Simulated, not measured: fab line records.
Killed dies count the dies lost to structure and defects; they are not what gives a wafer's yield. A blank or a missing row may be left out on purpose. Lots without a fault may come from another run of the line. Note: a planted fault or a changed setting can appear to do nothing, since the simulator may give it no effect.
Matching of chambers + flow nandHarc + 4 sister chambers for NHARC_A_M1_DESCUM_14 on rieDiel-08
The step chemistry O2, time 3 s. 14 wafers are shown with their chamber, then 7 later ones without.

== EACH WAFER AND ITS CHAMBER ==
| wafer  | chamber | drypumpMotorCurrentA (A) | oesProductAu (a.u.) | throttleValvePct (%) |
|--------|---------|--------------------------|---------------------|----------------------|
| L077.2 | 0       | 5.60                     | 1.002               | 11.320               |
| L077.3 | 3       | 6.36                     | 1.001               | 11.300               |
| L077.4 | 2       | 5.55                     | 1.005               | 11.326               |
| L080.2 | 1       | 5.64                     | 0.997               | 11.316               |
| L080.3 | 3       | 6.38                     | 0.973               | 11.310               |
| L080.5 | 1       | 5.67                     | 0.983               | 11.318               |
| L087.1 | 2       | 5.57                     | 1.004               | 11.332               |
| L087.4 | 0       | 5.60                     | 1.009               | 11.318               |
| L087.6 | 2       | 5.58                     | 1.003               | 11.316               |
| L086.1 | 2       | 5.59                     | 0.996               | 11.318               |
| L086.4 | 3       | 6.36                     | 0.990               | 11.302               |
| L086.6 | 1       | 5.62                     | 0.988               | 11.307               |
| L088.1 | 0       | 5.61                     | 1.006               | 11.309               |
| L088.4 | 2       | 5.57                     | 1.005               | 11.305               |

SIGNATURES (averages over the wafers above)
| reading              | chamber 0 | chamber 1 | chamber 2 | chamber 3 | scatter within a chamber |
|----------------------|-----------|-----------|-----------|-----------|--------------------------|
| drypumpMotorCurrentA | 5.6033    | 5.6433    | 5.5720    | 6.3667    | 0.0157                   |
| oesProductAu         | 1.00567   | 0.98933   | 1.00260   | 0.98800   | 0.00762                  |
| throttleValvePct     | 11.31567  | 11.31367  | 11.31940  | 11.30400  | 0.00785                  |
Rule: for each reading, subtract the chamber's mean from the wafer's reading, divide by that reading's scatter and square the result; add these up over the readings and take the root, which gives the wafer's distance from the chamber. If the next closest chamber is less than 2 further off than the closest, the wafer can't be placed; otherwise it belongs to the closest. How the scatter is found: for the shown wafers, subtract from each reading the mean of its chamber, square and add these, divide the total by (wafers less chambers), then take the root.

== WAFERS WITH NO CHAMBER GIVEN ==
| wafer  | drypumpMotorCurrentA (A) | oesProductAu (a.u.) | throttleValvePct (%) |
|--------|--------------------------|---------------------|----------------------|
| L088.6 | 5.58                     | 0.996               | 11.299               |
| L089.4 | 5.57                     | 1.008               | 11.306               |
| L089.5 | 5.59                     | 1.002               | 11.325               |
| L089.6 | 5.61                     | 0.998               | 11.323               |
| L097.1 | 5.61                     | 0.984               | 11.315               |
| L097.3 | 5.62                     | 0.985               | 11.308               |
| L097.4 | 5.54                     | 0.981               | 11.310               |

== WHICH CHAMBER EACH ONE RAN IN ==
| wafer  | from the rows above          | in truth |
|--------|------------------------------|----------|
| L088.6 | can't be placed: 2 or 0 or 1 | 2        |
| L089.4 | can't be placed: 2 or 0      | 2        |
| L089.5 | can't be placed: 2 or 0      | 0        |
| L089.6 | can't be placed: 0 or 2 or 1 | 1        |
| L097.1 | can't be placed: 1 or 0 or 2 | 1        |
| L097.3 | can't be placed: 1 or 0      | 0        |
| L097.4 | can't be placed: 2 or 0      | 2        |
Correctly placed: 0 of 7. Cannot be placed on the basis of these rows: 7; the candidates contain the true chamber in 7. Number placed wrongly: 0.
